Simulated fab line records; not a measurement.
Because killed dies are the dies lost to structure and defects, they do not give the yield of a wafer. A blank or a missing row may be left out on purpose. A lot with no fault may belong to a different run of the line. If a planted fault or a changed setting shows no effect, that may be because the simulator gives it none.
What tool caused it? / flow n5Finfet / 35 wafers sampled from 13 lots at 1 step of a route of 1938

== WHAT THE GAUGES READ, wafer by wafer ==
N5_SDB_OVL_MEAS_12. Usual: SDB_OVL -0.4 nm, standard deviation 0.69.
lot=L318; measured=day 3 18:39; on=overlay-01; SDB_OVL (nm)=-0.3 -0.7 -0.6; flag=
lot=L319; measured=day 3 22:44; on=overlay-01; SDB_OVL (nm)=-1.3 -0.2 -1.2; flag=
lot=L320; measured=day 4 08:56; on=overlay-01; SDB_OVL (nm)=-0.3 0.2 0.3; flag=
lot=L321; measured=day 4 09:50; on=overlay-01; SDB_OVL (nm)=-0.1 -1.7 -0.1; flag=
lot=L322; measured=day 4 18:04; on=overlay-02; SDB_OVL (nm)=0.4 -0.6 -0.4; flag=
lot=L323; measured=day 4 22:23; on=overlay-01; SDB_OVL (nm)=0.5 -0.3; flag=
lot=L324; measured=day 5 03:37; on=overlay-02; SDB_OVL (nm)=-1.2 0.0 -0.1; flag=
lot=L325; measured=day 5 11:57; on=overlay-01; SDB_OVL (nm)=-0.2 0.4 -0.3; flag=
lot=L329; measured=day 6 10:28; on=overlay-01; SDB_OVL (nm)=-0.8 -1.0; flag=
lot=L330; measured=day 6 21:31; on=overlay-02; SDB_OVL (nm)=-0.9 -0.3; flag=
lot=L331; measured=day 7 01:02; on=overlay-02; SDB_OVL (nm)=-0.3 -1.1; flag=
lot=L340; measured=day 9 08:02; on=overlay-02; SDB_OVL (nm)=-0.2 -0.1 0.6; flag=
lot=L341; measured=day 9 10:55; on=overlay-02; SDB_OVL (nm)=-1.0 0.9 -1.0; flag=

== EACH LOT AND THE TOOL THAT RAN IT (in order: tool; ch and the chambers of the sampled wafers; start) ==
There is no process step in the record ahead of these readings.

== WHAT THE TOOLS THEMSELVES READ (means of the sampled wafers that have a number; where no wafer has one, the mark that the record gives instead) ==
The record holds no such reading with a usual standard deviation.

== THE ANSWER, worked out from the rows above alone ==
Rule: lot off if the mean of its wafers having a number is beyond 3 standard deviations from the usual mean. Also off: a lot with no number at a reading for which 4 or more lots have one. Where the step has rows for the other lots, those lots are counted as sound. First the gauges in route order, then the tools' own readings, where a lot's mean is used as printed above. At the first step where some lot is off, the reading lying furthest off is the one used; lots without a number count as furthest.
Across all readings shown, no lot is off: no conclusion can be drawn from this.

== WHAT THE SIMULATOR HAD PUT IN ==
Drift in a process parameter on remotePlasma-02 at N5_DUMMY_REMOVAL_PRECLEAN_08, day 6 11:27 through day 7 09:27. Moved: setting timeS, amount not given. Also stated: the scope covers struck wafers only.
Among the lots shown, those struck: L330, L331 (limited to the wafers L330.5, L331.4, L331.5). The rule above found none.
